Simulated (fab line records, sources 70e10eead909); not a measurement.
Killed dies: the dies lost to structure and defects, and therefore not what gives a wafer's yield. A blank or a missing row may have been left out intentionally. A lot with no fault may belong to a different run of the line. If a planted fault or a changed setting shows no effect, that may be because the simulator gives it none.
A struck lot beside a sound one | flow nandHarc | 15 out of 1302 route steps
Sound: these wafers, L640.2, L640.3, L640.4. Struck: wafer L651.3. (L651.5 of the same lot was not struck and is left out.) The cause comes at the end.
For every step that has rows: the tool of each side, followed by ch and its chambers, followed by its first start. Under that, the readings that differ: sound wafers | struck wafers | difference of the means | sigmas: that difference in standard deviations of wafers without a fault.
alike: same words and numbers on both sides, and readings whose means sit less than 2 such deviations apart. not compared: any withheld reading, any reading some wafer has no value for, any bound like >300 that may hide the same value, and any number with overlapping values for which the record gives no deviation.
A row with sigmas, a row that says differs or no value, or rows on one side alone: a step with any of these is where the two part. Non-overlapping numbers with no deviation appear without sigmas and do not part them. Lack of a reading on every wafer of one side parts them only where that side has two or more wafers.

NHARC_A_CHANNEL_FILL_D2_ALD_16: deposits SiO2, target thk 1.5 nm, pulse time 10 s, ald cycles 15.
  sound on aldHk-04 ch 0,1,3, day 15 13:55; struck on aldHk-01 ch 1, day 19 22:04
  alike: heaterPowerW, precursorPulseHeightRel
then, 2 steps without rows for these wafers: NHARC_A_CHANNEL_FILL_D2_ANNEAL_17 (time 1800 s); NHARC_A_CHANNEL_FILL_D2_CVD_18 (deposits poly-Si, target thk 3 nm).
NHARC_A_CHANNEL_FILL_D2_ETCHBACK_19: etches the open film in HBr/Cl2, target depth 5 nm, time 1.7 s.
  sound on rieSi-01 ch 0,1,2, day 16 01:45; struck on rieSi-03 ch 1, day 20 09:55
reading             | sound       | struck | difference | sigmas
rfHoursCounterH (h) | 1.0 1.1 1.0 | 0.3    | -0.7       | 
  alike: biasW, drypumpMotorCurrentA, oesProductAu, throttleValvePct
NHARC_A_CHANNEL_FILL_D2_ETCHBACK_20: etches the open film in C4F8/O2/Ar, target depth 27 nm, time 13.5 s.
  sound on rieDiel-08 ch 0,2,3, day 16 01:53; struck on rieDiel-13 ch 0, day 20 10:01
reading             | sound          | struck | difference | sigmas
rfHoursCounterH (h) | 6 6 5          | 20     | +14        | 
runLengthS (s)      | 34.5 34.3 35.1 | 33.9   | -0.7       | -2
  alike: biasW, oesProductAu, rfVppV
then, 5 steps without rows for these wafers: NHARC_A_CHANNEL_FILL_D2_STRIP_28 (strips in O2, time 20 s); NHARC_A_CHANNEL_FILL_D2_PRECLEAN_21 (cleans in dHF, time 30 s); NHARC_A_CHANNEL_FILL_D2_SRD_23; NHARC_A_CHANNEL_FILL_D2_CVD_05 (deposits poly-Si, target thk 5 nm); NHARC_A_CHANNEL_FILL_D2_ANNEAL_22 (time 7200 s).
NHARC_A_CHANNEL_FILL_D2_THK_MEAS_06: measures by ellipsometry.
  sound: filmMetro-01 at day 16 14:57; struck: filmMetro-02 at day 20 21:47
reading    | sound       | struck | difference | sigmas
thkNm (nm) | 5.4 4.7 5.4 | 7.2    | +2.0       | +2
NHARC_A_CHANNEL_FILL_D2_ALD_25: deposits SiOx, target thk 60 nm, pulse time 10 s, ald cycles 600.
  sound on aldHk-01 ch 0,2,3, day 16 15:00; struck on aldHk-01 ch 2, day 20 23:04
  alike: heaterPowerW, precursorPulseHeightRel
NHARC_A_CHANNEL_FILL_D2_ETCHBACK_08: etches the open film in C4F8, target depth 220 nm, time 110 s.
  sound on rieDiel-13 ch 0,1,2, day 16 20:35; struck on rieDiel-05 ch 2, day 21 03:23
reading             | sound             | struck | difference | sigmas
rfHoursCounterH (h) | 6 5 6             | 2      | -4         | 
runLengthS (s)      | 130.3 131.6 131.2 | 137.0  | +6.0       | +17
  alike: oesProductAu, rfVppV
NHARC_A_CHANNEL_FILL_D2_STRIP_29: strips in O2, time 20 s.
  sound on rieDiel-13 ch 0,1,2; struck on rieDiel-05 ch 2
reading             | sound | struck | difference | sigmas
rfHoursCounterH (h) | 5 6 6 | 2      | -4         | 
  alike: drypumpMotorCurrentA, oesProductAu, rfVppV, showerheadPlenumPTorr, throttleValvePct
after that, 1 step had no rows for these wafers: NHARC_END_SORT_01.

## WHERE THEY PART
At NHARC_A_CHANNEL_FILL_D2_ETCHBACK_20 first; at NHARC_A_CHANNEL_FILL_D2_ETCHBACK_08 last (within this record only). Later steps at which nothing parts them and some readings are alike: NHARC_A_CHANNEL_FILL_D2_STRIP_29.

WHY: what had been put in by the simulator
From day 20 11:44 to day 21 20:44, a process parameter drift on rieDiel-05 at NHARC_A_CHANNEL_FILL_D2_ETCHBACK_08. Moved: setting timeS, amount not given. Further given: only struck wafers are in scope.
